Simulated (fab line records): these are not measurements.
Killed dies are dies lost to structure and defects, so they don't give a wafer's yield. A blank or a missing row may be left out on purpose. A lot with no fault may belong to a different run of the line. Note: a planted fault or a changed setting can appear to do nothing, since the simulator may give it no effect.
Split-lot trial -- flow n5_finfet -- route with 1938 steps; 7 lots, 21 wafers read

THE SPLIT
At N5_BEOL_M5_COAT_71 (time 60 s, resist thk 5 nm), the setting spin_rpm was moved away from the recipe's 1500 rpm on 10 of the 21 wafers read, by +2.9% to +11.1%. The other wafers ran this setting at the recipe's value.

Between the split and the reading, the file records no step.

THE READING
etch.depth_nm (the simulator's own value, which no gauge read), in nm, at N5_BEOL_M5_ETCH_72 (etches underlayer in N2/H2, target depth 6.5 nm, time 5.2 s). The file gives no usual value for it. Across the 11 wafers here that went through the recipe, the average is 5.001 nm and the standard deviation 0.014 nm.

wafer,"tool, chamber at the split","spin_rpm as run, rpm",against the recipe,"etch.depth_nm, nm",against lot-mates on the recipe
L074.2,"litho_track-05, 0",1500,recipe,4.984,-
L074.3,"litho_track-05, 0",1610,+7.3%,4.802,-0.182
L074.5,"litho_track-05, 0",1610,+7.3%,4.81,-0.174
L086.3,"litho_track-05, 0",1660,+10.7%,4.767,-0.236
L086.5,"litho_track-05, 0",1500,recipe,5.003,-
L086.6,"litho_track-05, 0",1660,+10.7%,4.76,-0.243
L081.1,"litho_track-05, 0",1500,recipe,5.001,-
L081.2,"litho_track-05, 0",1500,recipe,5.015,-
L081.4,"litho_track-05, 0",1500,recipe,5.007,-
L090.2,"litho_track-04, 0",1544,+2.9%,4.906,-0.083
L090.3,"litho_track-04, 0",1544,+2.9%,4.92,-0.069
L090.6,"litho_track-04, 0",1500,recipe,4.989,-
L089.3,"litho_track-03, 0",1500,recipe,5.011,-
L089.4,"litho_track-03, 0",1500,recipe,4.989,-
L089.6,"litho_track-03, 0",1500,recipe,5.012,-
L087.3,"litho_track-03, 0",1666,+11.1%,4.731,-0.246
L087.4,"litho_track-03, 0",1666,+11.1%,4.746,-0.231
L087.5,"litho_track-03, 0",1500,recipe,4.977,-
L093.3,"litho_track-05, 0",1500,recipe,5.025,-
L093.4,"litho_track-05, 0",1593,+6.2%,4.868,-0.157
L093.6,"litho_track-05, 0",1593,+6.2%,4.878,-0.147

FIT RESULTS
A straight line over all 21 wafers: etch.depth_nm changes by -0.0233 nm for each +1% of spin_rpm; r = -0.99; the points scatter about the line by 0.017 nm.
The same after taking each lot's own level away (the mean of its wafers on the recipe; 21 wafers): -0.0225 nm for each +1%; r = -1.00; scatter 0.0095 nm.
Per that fit: largest spin_rpm move, reading shift of 0.25 nm.
From 4.9770 to 5.0250 nm: that is the span of the lots' own levels, equal to 3.4 times the standard deviation above.
The two slopes are in agreement: the lot-to-lot level therefore moves the slope only a little.
Check: for one of the wafers moved furthest among these (+11.1%), held out of the fit, the line's prediction against its lot-mates is -0.252 nm. It came out at -0.246 nm against them.

THE OTHER SPLITS THESE WAFERS WENT THROUGH
These wafers also went through other splits before the reading. Each is held against what the fit with the lots' levels taken away leaves over:
other split on the same wafers,wafers away from the commonest value,r with etch.depth_nm (lot level and that fit taken away)
N5_BEOL_M3_EXPOSE_08 dose_mj,5,-0.17
N5_BEOL_M4_PECVD_72 temp_c,6,-0.13
N5_BEOL_M5_ILD_DEP_00 time_s,3,-0.21

THE FILE'S OWN FIT
etch.depth_nm changes by -0.0227 nm for each +1% of spin_rpm, r = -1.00.
